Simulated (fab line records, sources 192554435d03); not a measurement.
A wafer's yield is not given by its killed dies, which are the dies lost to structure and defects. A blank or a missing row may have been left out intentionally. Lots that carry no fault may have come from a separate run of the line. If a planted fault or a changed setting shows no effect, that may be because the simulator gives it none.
Chamber matching | flow n5Finfet | pecvd-03 running N5_BEOL_M3_PECVD_72: 3 sister chambers
The step deposits SiO2 from TEOS/O2, target thk 16 nm, time 18 s. 3 wafers are shown with their chamber, then 12 later ones without.

== WAFERS WITH THEIR CHAMBER ==
wafer  | chamber | throttleValvePct (%)
L083.5 | 0       | 22.7
L086.5 | 2       | 21.3
L086.6 | 1       | 23.6

== WAFERS WITHOUT THEIR CHAMBER ==
wafer  | throttleValvePct (%)
L089.1 | 22.7
L089.2 | 21.4
L089.3 | 23.5
L089.4 | 22.8
L089.5 | 23.7
L089.6 | 21.1
L093.1 | 22.9
L093.3 | 23.5
L093.6 | 23.7
L097.2 | 23.6
L097.3 | 22.6
L097.6 | 23.4

== EACH ONE'S CHAMBER ==
wafer  | from the rows above | in truth
L089.1 | 0                   | 0
L089.2 | 2                   | 2
L089.3 | 1                   | 1
L089.4 | 0                   | 0
L089.5 | 1                   | 1
L089.6 | 2                   | 2
L093.1 | 0                   | 0
L093.3 | 1                   | 1
L093.6 | 1                   | 1
L097.2 | 1                   | 1
L097.3 | 0                   | 0
L097.6 | 1                   | 1
Correctly placed: 12 of 12. Not placeable from these rows: 0. 0 placed wrongly.
How it was worked out, from the rows above alone: a wafer's distance from a chamber is the root of the sum, over the readings, of the square of ((its reading less the chamber's mean) divided by the reading's scatter). The wafer belongs to the nearest chamber; if the next one is less than 2 further off, it can't be placed. The mean given for a chamber averages the wafers shown for that chamber. The scatter (one wafer shown for each chamber): square how far every hidden wafer sits from the nearest shown wafer, average those squares and take the square root.
